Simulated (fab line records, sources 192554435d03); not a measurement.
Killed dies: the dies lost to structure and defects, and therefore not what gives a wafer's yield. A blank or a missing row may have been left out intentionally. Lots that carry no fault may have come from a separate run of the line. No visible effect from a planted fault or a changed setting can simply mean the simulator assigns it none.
Comparing a struck lot with a sound one / flow n5 finfet / 33 out of 1938 route steps
Sound: these wafers, L321.1, L321.4, L321.5. The struck wafers were L322.1, L322.4, L322.6. The cause is named last.
At each step with rows: each side's tool, then ch and its chambers, then its first start. Under that, the readings that differ: sound wafers / struck wafers / difference of the means / sigmas: that difference in standard deviations of wafers without a fault.
alike: words and numbers the same on both sides, and readings whose means are apart by under 2 such deviations; not compared: readings that were withheld, readings missing a value for some wafer, numbers with overlapping values and no deviation given by the record, and bounds like >300 which may hide the same value.
A row with sigmas, a row that says differs or no value, or rows on one side alone: a step with any of these is where the two part. When numbers do not overlap yet have no deviation, they are printed without sigmas and do not part them. Lack of a reading on every wafer of one side parts them only where that side has two or more wafers.

first, 2 steps without rows for these wafers: N5_BEOL_M7_ECD_50 (material Cu, target thk 300 nm); N5_BEOL_M7_ANNEAL_51 (time 90 s).
N5_BEOL_M7_CMP_52: polishes, stops on SiCOH lowk, t overpolish 6.9 s, target thk 80 nm.
  sound on cmp-01 ch 0,1,3, day 10 08:10; struck on cmp-04 ch 1,3, day 10 21:35
reading=time to endpoint s (s); sound=62 57 57; struck=66 67 67; difference=+8; sigmas=+2
  alike: barrier field endpoint s, motor current A, overpolish run s
N5_BEOL_M7_THK_MEAS_53: measures by xrf.
  sound: film metro-01 at day 10 08:28; struck: film metro-02 at day 10 21:53
reading=M7_THK (nm); sound=77.4 73.7 77.9; struck=80.1 80.7 81.0; difference=+4.3; sigmas=+2
then, 1 step without rows for these wafers: N5_BEOL_M7_PRE_CLEAN_55 (time 15 s).
N5_BEOL_M7_DEP_56: deposits SiCN from 3MS/NH3, target thk 10 nm, time 17.5 s.
  sound on pecvd-03 ch 0,2, day 10 08:31; struck on pecvd-03 ch 1,2, day 10 21:56
  alike: chamber pressure Torr, rf fwd power W, showerhead plenum p Torr, showerhead vpp V, throttle valve pct
N5_BEOL_M7_RS_MEAS_57: uses a four-point probe to measure.
  sound: film metro-01 at day 10 08:35; struck: film metro-01 at day 10 22:01
reading=M7_RS (ohm/sq); sound=0.293 0.310 0.291; struck=0.284 0.282 0.281; difference=-0.016; sigmas=-2
N5_BEOL_M7_INSPECT_58: inspects for defects (darkfield).
  sound: defect inspect-02 at day 10 08:37; struck: defect inspect-01 at day 10 22:02
  alike: raw defect count
then, 2 steps without rows for these wafers: N5_BEOL_M8_ILD_DEP_00 (deposits SiCOH lowk from DEMS/porogen, target thk 179.75 nm, time 33.4 s); N5_BEOL_M8_CURE_74 (cures SiCOH lowk, time 240 s).
N5_BEOL_M8_THK_MEAS_01:
  sound: film metro-01 at day 10 09:15; struck: film metro-02 at day 10 22:39
  alike: M8_ILD_THK
N5_BEOL_M8_PECVD_70: deposits SiO2 from TEOS/O2, target thk 20 nm, time 22.7 s.
  sound on pecvd-04 ch 0,1, day 10 09:17; struck on pecvd-01 ch 0,1, day 10 22:41
  alike: heater power w, showerhead plenum p Torr, showerhead vpp V, throttle valve pct
N5_BEOL_M8_HM_DEP_02: deposits TiN, target thk 20 nm.
  sound: pvd sputter-02 at day 10 10:25; struck: pvd sputter-01 at day 10 23:03
  no value came back on the struck wafers for chamber pressure pa (Pa), substrate temp c (C), throttle valve pct (%); on the sound wafers chamber pressure pa (Pa) reads 0.5000 0.5024 0.5002
then, 8 steps without rows for these wafers: N5_BEOL_M8_COAT_59 (time 60 s, resist thk 100 nm); N5_BEOL_M8_COAT_60 (time 60 s, resist thk 35 nm); N5_BEOL_M8_COAT_05 (resist thk 90 nm); N5_BEOL_M8_EBR_07; N5_BEOL_M8_SOFTBAKE_06 (time 60 s); N5_BEOL_M8_EXPOSE_08 (exposes mask M8); N5_BEOL_M8_PEB_09 (peb time 60 s); N5_BEOL_M8_DEVELOP_10 (develop time 30 s).
N5_BEOL_M8_CD_MEAS_11: target cd 38.5 nm.
  sound on cd sem-03 ch 0, day 10 10:55; struck on cd sem-02 ch 0, day 10 23:33
  alike: cd nm
N5_BEOL_M8_OVL_MEAS_12:
  sound on overlay-02 ch 0, day 10 10:58; struck on overlay-02 ch 0, day 10 23:35
  alike: M8_OVL
N5_BEOL_M8_INSPECT_13: inspects for defects (brightfield).
  sound: defect inspect-01 at day 10 10:59; struck: defect inspect-01 at day 10 23:36
  alike: raw defect count
N5_BEOL_M8_DESCUM_16: chemistry O2, time 7.9 s.
  sound on rie diel-05 ch 0,1,2, day 10 11:07; struck on rie diel-01 ch 1,2,3, day 10 23:38
  alike: drypump motor current A, o2 flow sccm, oes product au, rf vpp V, showerhead plenum p Torr, throttle valve pct
  not compared: rf hours counter h
then, 4 steps without rows for these wafers: N5_BEOL_M8_ETCH_61 (etches SiARC in CF4, target depth 45.5 nm, time 75.8 s); N5_BEOL_M8_ETCH_62 (etches SOC in N2/H2, target depth 110 nm, overetch 22 nm, time 165 s); N5_BEOL_M8_STRIP_68 (strips in N2/H2); N5_BEOL_M8_STRIP_67 (strips in CF4).
N5_BEOL_M8_HM_OPEN_17: chemistry Cl2/BCl3, target TiN, target depth 20 nm, overetch 6 nm.
  sound on rie metal-03 ch 0,1, day 10 11:23; struck on rie metal-02 ch 1, day 10 23:55
reading=oes product au (a.u.); sound=0.57 0.58 0.72; struck=0.26 0.26 0.26; difference=-0.36; sigmas=-6
reading=throttle valve pct (%); sound=22.07 22.05 22.04; struck=22.82 22.84 22.83; difference=+0.78; sigmas=+8
reading=model.etch.depth nm (nm); sound=19.54 19.66 19.89; struck=0 0 0; difference=-20; sigmas=
  alike: bias w, drypump motor current A, mfc cl2 sccm
  not compared: rf hours counter h
N5_BEOL_M8_STRIP_19: strips in O2.
  sound on rie diel-05 ch 0,2,3, day 10 11:41; struck on rie diel-03 ch 1,2, day 11 00:02
  alike: drypump motor current A, o2 flow sccm, oes product au, rf vpp V, showerhead plenum p Torr, throttle valve pct
  not compared: rf hours counter h
N5_BEOL_M8_CD_MEAS_18: pitch 80 nm, target cd 40 nm.
  sound: cd sem-01 at day 10 11:46; struck: cd sem-01 at day 11 00:05
reading=cd nm (nm); sound=40.1 39.6 40.3; struck=- - -; difference=no value on the struck wafers; sigmas=
then, 1 step without rows for these wafers: N5_BEOL_M8_COAT_63 (time 60 s, resist thk 60 nm).

## WHERE THEY PART
Earliest at N5_BEOL_M7_CMP_52; latest, in this record, at N5_BEOL_M8_CD_MEAS_18.

WHY: whatever the simulator had introduced
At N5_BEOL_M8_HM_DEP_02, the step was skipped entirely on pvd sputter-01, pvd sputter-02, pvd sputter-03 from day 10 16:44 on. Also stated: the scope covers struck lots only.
